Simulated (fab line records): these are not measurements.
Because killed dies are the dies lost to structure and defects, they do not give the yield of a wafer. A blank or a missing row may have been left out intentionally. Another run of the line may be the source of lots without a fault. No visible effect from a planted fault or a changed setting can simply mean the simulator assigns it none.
Split-lot study -- flow n5 finfet -- on a route of 1938 steps: 7 lots, 21 wafers read

## THE SPLIT ITSELF
At N5_BEOL_M12_DEP_53 (deposits SiCN from 3MS/NH3, target thk 30 nm, time 10.5 s), the setting time s was moved away from the recipe's 10.5 s on 8 of the 21 wafers read, by +4.3% to +9.7%. This setting was run at the recipe's value on the other wafers.

The split's own step is where the reading is taken.

## THE READING
SiCN_of_BEOL_M12_DEP_53.thk nm (the simulator's own value, which no gauge read), in nm, at N5_BEOL_M12_DEP_53 (deposits SiCN from 3MS/NH3, target thk 30 nm, time 10.5 s). The file does not state a usual value for it. Here, 13 wafers ran the recipe; their average is 29.9 nm with a standard deviation of 0.43 nm.

wafer,"tool, chamber at the split","time s as run, s",against the recipe,"SiCN_of_BEOL_M12_DEP_53.thk nm, nm",against lot-mates on the recipe
L074.2,"pecvd-01, 0",11.52,+9.7%,32.6,+2.8
L074.4,"pecvd-01, 1",10.5,recipe,29.8,-
L074.6,"pecvd-01, 2",11.52,+9.7%,33,+3.2
L075.1,"pecvd-01, 0",10.5,recipe,29.6,-
L075.3,"pecvd-01, 2",10.5,recipe,29.4,-
L075.4,"pecvd-01, 0",10.5,recipe,30,-
L076.1,"pecvd-04, 2,1",10.5,recipe,29.4,-
L076.2,"pecvd-04, 2,1",10.5,recipe,29.4,-
L076.3,"pecvd-04, 0",11.49,+9.4%,32.6,+3.2
L078.1,"pecvd-01, 0",11.5,+9.5%,32.4,+2.6
L078.5,"pecvd-01, 1",10.5,recipe,29.8,-
L078.6,"pecvd-01, 0",11.5,+9.5%,33.2,+3.4
L083.3,"pecvd-04, 0,1",10.5,recipe,29.8,-
L083.6,"pecvd-04, 0,1",10.5,recipe,29.8,-
L083.5,"pecvd-04, 2",10.5,recipe,30.4,-
L088.2,"pecvd-04, 1",11.47,+9.2%,32.6,+2.0
L088.3,"pecvd-04, 2",11.47,+9.2%,33,+2.4
L088.4,"pecvd-04, 1",10.5,recipe,30.6,-
L090.1,"pecvd-04, 0",10.5,recipe,30.4,-
L090.3,"pecvd-04, 2",10.95,+4.3%,31.4,+0.9
L090.4,"pecvd-04, 1",10.5,recipe,30.6,-
The file does not say which wafer passed through which chamber wherever a row lists several chambers: such a row stands for several wafers.

THE FIT
A straight line over all 21 wafers: SiCN_of_BEOL_M12_DEP_53.thk nm changes by +0.301 nm for each +1% of time s; r = +0.96; the points scatter about the line by 0.39 nm.
The same after taking each lot's own level away (the mean of its wafers on the recipe; 21 wafers): +0.295 nm for each +1%; r = +0.97; scatter 0.32 nm.
According to that fit, moving time s by its largest amount changes the reading by 2.9 nm.
The lots' own levels span 29.40 to 30.60 nm, that is 2.8 times the standard deviation above.
Consequently the slope shifts little with the lot-to-lot level, the two slopes agreeing.
Check: with one of the wafers moved furthest among these (+9.7%) left out of the fit, the line predicts +2.86 nm for it against its lot-mates. It came out at +2.8 nm against them.

## OTHER SPLITS APPLIED TO THESE WAFERS
These wafers also went through other splits before the reading. Each is held against what the fit with the lots' levels taken away leaves over:
other split on the same wafers,wafers away from the commonest value,r with SiCN_of_BEOL_M12_DEP_53.thk nm (lot level and that fit taken away)
N5_BEOL_M10_EXPOSE_25 dose mj,2,-0.02
N5_BEOL_M11_COAT_59 spin rpm,8,-0.14
N5_BEOL_M12_TRENCH_ETCH_34 time s,8,+0.34

## FILE'S OWN FIT
SiCN_of_BEOL_M12_DEP_53.thk nm changes by +0.297 nm for each +1% of time s, r = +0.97.
